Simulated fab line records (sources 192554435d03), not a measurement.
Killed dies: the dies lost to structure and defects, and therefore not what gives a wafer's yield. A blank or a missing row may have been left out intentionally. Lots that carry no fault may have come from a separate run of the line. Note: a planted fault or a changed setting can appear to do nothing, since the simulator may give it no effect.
Lot-split experiment    flow n5_finfet    21 wafers read across 7 lots, on a route 1938 steps long

SPLIT DETAILS
At N5_GATE_CUT_DESCUM_18 (chemistry O2, time 7 s), the setting time_s was moved away from the recipe's 7 s on 9 of the 21 wafers read, by -22.5% to +20.3%. The other wafers ran this setting at the recipe's value.

FROM THE SPLIT ON TO THE READING: in between, the file shows 1 step
- N5_GATE_CUT_ETCH_28: etches underlayer in N2/H2, target depth 13 nm, time 10.4 s

THE READING
CAR-EUV_of_GATE_CUT_COAT_07.thk_nm (the simulator's own value, which no gauge read), in nm, at N5_GATE_CUT_ETCH_36 (etches SiARC in CF4, target depth 13 nm, time 21.7 s). The file does not state a usual value for it. Here, 12 wafers ran the recipe; their average is 7.0 nm with a standard deviation of 0.087 nm.

wafer   tool, chamber at the split  time_s as run, s  against the recipe  CAR-EUV_of_GATE_CUT_COAT_07.thk_nm, nm  against lot-mates on the recipe
L079.1  rie_diel-02, 1              6.316             -9.8%               7.4                                     +0.4
L079.5  rie_diel-02, 2              6.316             -9.8%               7.2                                     +0.2
L079.6  rie_diel-02, 1              7                 recipe              7                                       -
L081.1  rie_diel-05, 0              7                 recipe              7                                       -
L081.2  rie_diel-05, 1              7                 recipe              7                                       -
L081.5  rie_diel-05, 3              8.418             +20.3%              6                                       -1.0
L084.1  rie_diel-06, 0              7                 recipe              7                                       -
L084.2  rie_diel-06, 3              5.535             -20.9%              7.8                                     +0.8
L084.4  rie_diel-06, 2              5.535             -20.9%              7.6                                     +0.6
L087.2  rie_diel-06, 3              6.18              -11.7%              7.4                                     +0.6
L087.3  rie_diel-06, 1              7                 recipe              6.8                                     -
L087.4  rie_diel-06, 2              6.18              -11.7%              7.4                                     +0.6
L091.2  rie_diel-05, 1              7.823             +11.8%              6.6                                     -0.3
L091.3  rie_diel-05, 0              7                 recipe              7                                       -
L091.5  rie_diel-05, 2              7                 recipe              6.8                                     -
L093.2  rie_diel-02, 3              7                 recipe              7                                       -
L093.4  rie_diel-02, 3              7                 recipe              6.8                                     -
L093.6  rie_diel-02, 2              7                 recipe              7                                       -
L096.1  rie_diel-05, 1              7                 recipe              7                                       -
L096.5  rie_diel-05, 0              7                 recipe              7                                       -
L096.2  rie_diel-05, 0              5.428             -22.5%              7.8                                     +0.8

FIT RESULTS
A straight line over all 21 wafers: CAR-EUV_of_GATE_CUT_COAT_07.thk_nm changes by -0.0385 nm for each +1% of time_s; r = -0.97; the points scatter about the line by 0.096 nm.
The same after taking each lot's own level away (the mean of its wafers on the recipe; 21 wafers): -0.0383 nm for each +1%; r = -0.96; scatter 0.11 nm.
Per that fit: largest time_s move, reading shift of 0.86 nm.
Across the lots, their own levels run from 6.80 to 7.00 nm, a range of 2.3 times the standard deviation given above.
So the lot-to-lot level changes the slope little: the two slopes agree.
Check: +0.865 nm against its lot-mates is what the line predicts for one of the wafers moved furthest among these (-22.5%) when that wafer is left out of the fit. It came out at +0.8 nm against them.

ADDITIONAL SPLITS CARRIED BY THESE WAFERS
Note: prior to the reading, these wafers also went through further splits. Each is held against what the fit with the lots' levels taken away leaves over:
other split on the same wafers  wafers away from the commonest value  r with CAR-EUV_of_GATE_CUT_COAT_07.thk_nm (lot level and that fit taken away)
N5_GATE_CUT_EXPOSE_10 dose_mj   7                                     +0.17

THE WHOLE CHAIN: every reading that the file lists as answering this split, in the file's order
step                   what it does                                                 reading                                                                              change (the file's fit)                 r (the file's)
N5_GATE_CUT_DESCUM_18  chemistry O2, time 7 s                                       CAR-EUV_of_GATE_CUT_COAT_07.thk_nm (the simulator's own value, which no gauge read)  -0.0371 nm for each +1% of the setting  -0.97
N5_GATE_CUT_ETCH_28    etches underlayer in N2/H2, target depth 13 nm, time 10.4 s  CAR-EUV_of_GATE_CUT_COAT_07.thk_nm (the simulator's own value, which no gauge read)  -0.0409 nm for each +1% of the setting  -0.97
N5_GATE_CUT_ETCH_36    etches SiARC in CF4, target depth 13 nm, time 21.7 s         CAR-EUV_of_GATE_CUT_COAT_07.thk_nm (the simulator's own value, which no gauge read)  -0.0385 nm for each +1% of the setting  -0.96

FILE'S OWN FIT
CAR-EUV_of_GATE_CUT_COAT_07.thk_nm changes by -0.0385 nm for each +1% of time_s, r = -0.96.
